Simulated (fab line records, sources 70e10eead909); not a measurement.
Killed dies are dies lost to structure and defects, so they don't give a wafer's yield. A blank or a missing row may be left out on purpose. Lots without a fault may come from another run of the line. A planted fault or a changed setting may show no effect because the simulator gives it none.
Which tool did it? | flow nand_harc | 12 lots, 36 wafers sampled, at 5 steps of a route of 1159

WHAT THE GAUGES READ, wafer by wafer
NHARC_END_SORT_01.
lot  | measured     | on        | killed_at_array | killed_at_other | killed_at_periphery | killed_dies | killed_open | killed_short
L590 | day 23 20:45 | prober-02 | 673 673 671     | 0 0 0           | 4 4 6               | 677 677 677 | 3 2 2       | 4 2 2
L587 | day 23 21:09 | prober-01 | 674 671 670     | 0 0 0           | 3 6 7               | 677 677 677 | 2 2 4       | 1 0 0
L588 | day 23 13:19 | prober-01 | 672 672 675     | 1 1 0           | 4 4 2               | 677 677 677 | 3 3 3       | 7 3 1

WHICH TOOL RAN EACH LOT (tool, then ch and the chambers of the sampled wafers, then the start)
lot  | NHARC_A_STAIRCASE_TRIM_24                     | NHARC_A_STAIRCASE_TRIM_191                    | NHARC_A_STAIRCASE_TRIM_196         | NHARC_A_STAIRCASE_ETCH_203
L573 | rie_diel-04 ch 1,2, day 11 10:59 or earlier   | rie_diel-04 ch 0,1, day 11 10:59 or earlier   | rie_diel-12 ch 1,2,3, day 11 10:59 | rie_diel-12 ch 1,2,3, day 11 11:59
L576 | rie_diel-12 ch 0,3, day 11 22:29 or earlier   | rie_diel-08 ch 0,1, day 11 22:29 or earlier   | rie_diel-08 ch 0,2, day 11 22:29   | rie_diel-08 ch 2,3, day 11 23:24
L575 | rie_diel-12 ch 0,2, day 12 04:53 or earlier   | rie_diel-12 ch 0,1,3, day 12 04:53 or earlier | rie_diel-08 ch 0,1, day 12 04:53   | rie_diel-08 ch 0,1,2, day 12 05:50
L578 | rie_diel-08 ch 1,2,3, day 12 13:01 or earlier | rie_diel-08 ch 0,1,3, day 12 13:01 or earlier | rie_diel-12 ch 0,2,3, day 12 13:01 | rie_diel-12 ch 0,1,3, day 12 13:55
L577 | rie_diel-04 ch 0,1, day 13 00:27 or earlier   | rie_diel-04 ch 1,2,3, day 13 00:27 or earlier | rie_diel-12 ch 0,1,3, day 13 00:27 | rie_diel-12 ch 0,2,3, day 13 01:29
L582 | rie_diel-04 ch 0,2, day 14 09:21 or earlier   | rie_diel-08 ch 0,1,2, day 14 09:21 or earlier | rie_diel-08 ch 1,3, day 14 09:21   | rie_diel-08 ch 0,1, day 14 10:30
L585 | rie_diel-08 ch 1,2,3, day 14 10:13 or earlier | rie_diel-12 ch 2,3, day 14 10:13 or earlier   | rie_diel-12 ch 0,3, day 14 10:13   | rie_diel-12 ch 0,1, day 14 11:07
L584 | rie_diel-08 ch 0,1,3, day 14 10:54 or earlier | rie_diel-08 ch 0,1, day 14 10:54 or earlier   | rie_diel-08 ch 0,1, day 14 10:54   | rie_diel-08 ch 1,3, day 14 11:57
L590 | rie_diel-04 ch 0,3, day 15 06:46 or earlier   | rie_diel-12 ch 0,1,2, day 15 06:46 or earlier | rie_diel-08 ch 0,2,3, day 15 06:46 | rie_diel-08 ch 0,2,3, day 15 07:53
L587 | rie_diel-08 ch 0,3, day 15 13:54 or earlier   | rie_diel-04 ch 0,2,3, day 15 13:54 or earlier | rie_diel-12 ch 0,1,3, day 15 13:54 | rie_diel-12 ch 1,2,3, day 15 14:48
L588 | rie_diel-04 ch 0,1,3, day 15 13:20 or earlier | rie_diel-12 ch 0,2,3, day 15 13:20 or earlier | rie_diel-08 ch 1,2,3, day 15 13:20 | rie_diel-08 ch 0,2,3, day 15 14:16
L592 | rie_diel-08 ch 0,2,3, day 16 05:06 or earlier | rie_diel-12 ch 0,1,3, day 16 05:06 or earlier | rie_diel-04 ch 0,2,3, day 16 05:06 | rie_diel-04 ch 1,2,3, day 16 06:04
- NHARC_A_STAIRCASE_TRIM_24: chemistry O2, time 211.2 s.
- NHARC_A_STAIRCASE_TRIM_191: chemistry O2, time 211.2 s.
- NHARC_A_STAIRCASE_TRIM_196: chemistry O2, time 211.2 s.
- NHARC_A_STAIRCASE_ETCH_203: etches the open film in C4F8/O2, target depth 100 nm, time 40.5 s.

WHAT THE TOOLS THEMSELVES READ (means of the sampled wafers that have a number; where no wafer has one, the mark that the record gives instead)
NHARC_A_STAIRCASE_TRIM_24.
lot  | tool        | drypump_motor_current_A (A) | oes_product_au (a.u.) | rf_vpp_V (V) | showerhead_plenum_p_Torr (Torr) | throttle_valve_pct (%)
L573 | rie_diel-04 | 6.0                         | 0.998                 | 58.1         | 3.59                            | 17.048
L576 | rie_diel-12 | 5.4                         | 0.996                 | 58.4         | 3.62                            | 17.037
L575 | rie_diel-12 | 5.7                         | 1.001                 | 58.3         | 3.55                            | 17.035
L578 | rie_diel-08 | 5.8                         | 0.994                 | 57.4         | 3.70                            | 17.039
L577 | rie_diel-04 | 5.6                         | 1.006                 | 57.5         | 3.59                            | 17.044
L582 | rie_diel-04 | 6.0                         | 0.999                 | 57.4         | 3.55                            | 17.038
L585 | rie_diel-08 | 5.8                         | 0.997                 | 57.7         | 3.69                            | 17.041
L584 | rie_diel-08 | 5.7                         | 1.000                 | 57.6         | 3.61                            | 17.034
L590 | rie_diel-04 | 5.7                         | 0.998                 | 58.1         | 3.54                            | 17.034
L587 | rie_diel-08 | 5.9                         | 1.002                 | 57.2         | 3.58                            | 17.037
L588 | rie_diel-04 | 5.7                         | 0.992                 | 58.0         | 3.56                            | 17.033
L592 | rie_diel-08 | 5.6                         | 1.012                 | 58.7         | 3.60                            | 17.039

NHARC_A_STAIRCASE_TRIM_191.
lot  | tool        | drypump_motor_current_A (A) | oes_product_au (a.u.) | rf_vpp_V (V) | showerhead_plenum_p_Torr (Torr) | throttle_valve_pct (%)
L573 | rie_diel-04 | 5.6                         | 1.000                 | 57.9         | 3.62                            | 17.039
L576 | rie_diel-08 | 5.5                         | 1.012                 | 57.9         | 3.64                            | 17.044
L575 | rie_diel-12 | 5.6                         | 0.997                 | 58.8         | 3.53                            | 17.033
L578 | rie_diel-08 | 5.7                         | 1.004                 | 58.0         | 3.62                            | 17.030
L577 | rie_diel-04 | 5.8                         | 0.999                 | 58.4         | 3.56                            | 17.034
L582 | rie_diel-08 | 5.5                         | 1.016                 | 57.7         | 3.63                            | 17.039
L585 | rie_diel-12 | 5.4                         | 0.998                 | 57.9         | 3.73                            | 17.038
L584 | rie_diel-08 | 5.4                         | 1.019                 | 58.4         | 3.55                            | 17.036
L590 | rie_diel-12 | 5.7                         | 1.000                 | 57.2         | 3.54                            | 17.043
L587 | rie_diel-04 | 5.9                         | 0.999                 | 58.4         | 3.53                            | 17.041
L588 | rie_diel-12 | 5.5                         | 0.999                 | 58.2         | 3.62                            | 17.039
L592 | rie_diel-12 | 5.6                         | 0.989                 | 58.2         | 3.52                            | 17.027

NHARC_A_STAIRCASE_TRIM_196.
lot  | tool        | drypump_motor_current_A (A) | oes_product_au (a.u.) | rf_vpp_V (V) | showerhead_plenum_p_Torr (Torr) | throttle_valve_pct (%)
L573 | rie_diel-12 | 5.6                         | 0.997                 | 57.5         | 3.65                            | 17.040
L576 | rie_diel-08 | 5.4                         | 1.002                 | 58.7         | 3.63                            | 17.034
L575 | rie_diel-08 | 5.4                         | 1.009                 | 57.8         | 3.55                            | 17.026
L578 | rie_diel-12 | 5.5                         | 0.999                 | 57.6         | 3.64                            | 17.034
L577 | rie_diel-12 | 5.6                         | 0.992                 | 56.7         | 3.53                            | 17.039
L582 | rie_diel-08 | 6.0                         | 1.006                 | 57.2         | 3.67                            | 17.036
L585 | rie_diel-12 | 5.4                         | 0.983                 | 58.6         | 3.61                            | 17.036
L584 | rie_diel-08 | 5.4                         | 1.013                 | 57.8         | 3.55                            | 17.037
L590 | rie_diel-08 | 5.6                         | 1.000                 | 58.0         | 3.60                            | 17.036
L587 | rie_diel-12 | 5.6                         | 0.998                 | 58.5         | 3.52                            | 17.042
L588 | rie_diel-08 | 5.8                         | 1.007                 | 57.7         | 3.68                            | 17.039
L592 | rie_diel-04 | 5.8                         | 0.999                 | 56.8         | 3.53                            | 17.033

NHARC_A_STAIRCASE_ETCH_203.
lot  | tool        | bias_w (W) | chamber_pressure_mTorr (mTorr) | oes_product_au (a.u.) | rf_fwd_power_W (W) | rf_vpp_V (V)
L573 | rie_diel-12 | 999        | 24.995                         | 0.944                 | 591                | 899
L576 | rie_diel-08 | 998        | 25.018                         | 0.937                 | 592                | 902
L575 | rie_diel-08 | 1002       | 24.998                         | 0.946                 | 588                | 900
L578 | rie_diel-12 | 1002       | 25.001                         | 0.945                 | 592                | 896
L577 | rie_diel-12 | 1001       | 25.027                         | 0.924                 | 590                | 900
L582 | rie_diel-08 | 1003       | 25.002                         | 0.945                 | 585                | 897
L585 | rie_diel-12 | 1001       | 24.997                         | 0.928                 | 590                | 893
L584 | rie_diel-08 | 1003       | 25.017                         | 0.943                 | 589                | 901
L590 | rie_diel-08 | -          | -                              | -                     | -                  | -
L587 | rie_diel-12 | -          | -                              | -                     | -                  | -
L588 | rie_diel-08 | -          | -                              | -                     | -                  | -
L592 | rie_diel-04 | 1001       | 24.990                         | 0.947                 | 594                | 896

THE ANSWER, worked out from the rows above alone
Rule: what is usual is taken from the lots themselves. Put in order of their means at a reading, lots are off if they are a third of the lots or fewer, leave a main group of 4 or more, and stand apart from it by a gap of 3 or more times the standard deviation of the main group's means; of several such gaps the widest counts. A main group whose means are all the same, to the digits that the tables above print for the reading, isn't used. A lot without any number at a reading at which 4 lots or more have one is off too. The other lots that the step has rows for count as sound. The gauges are gone through in route order, then the tools' own readings, and for those a lot's mean is taken as printed above. The first step at which some lot is off is used, and at that step the reading that is off furthest; a lot without a number counts as furthest.
Off: L590, L587, L588, at NHARC_A_STAIRCASE_ETCH_203 (bias_w). Without a number there: L590, L587, L588. The main group: mean 1001 W, standard deviation 1.6.
A tool fits if, at that step or a process step before it, it ran every lot that is off, and no sound lot after the first of them. NHARC_A_STAIRCASE_TRIM_24 gives no start for some lots, so the hours and the order of its lots are those of NHARC_A_STAIRCASE_TRIM_196. NHARC_A_STAIRCASE_TRIM_191 gives no start for some lots, so the hours and the order of its lots are those of NHARC_A_STAIRCASE_TRIM_196. None of those tried fits.

WHAT THE SIMULATOR HAD PUT IN
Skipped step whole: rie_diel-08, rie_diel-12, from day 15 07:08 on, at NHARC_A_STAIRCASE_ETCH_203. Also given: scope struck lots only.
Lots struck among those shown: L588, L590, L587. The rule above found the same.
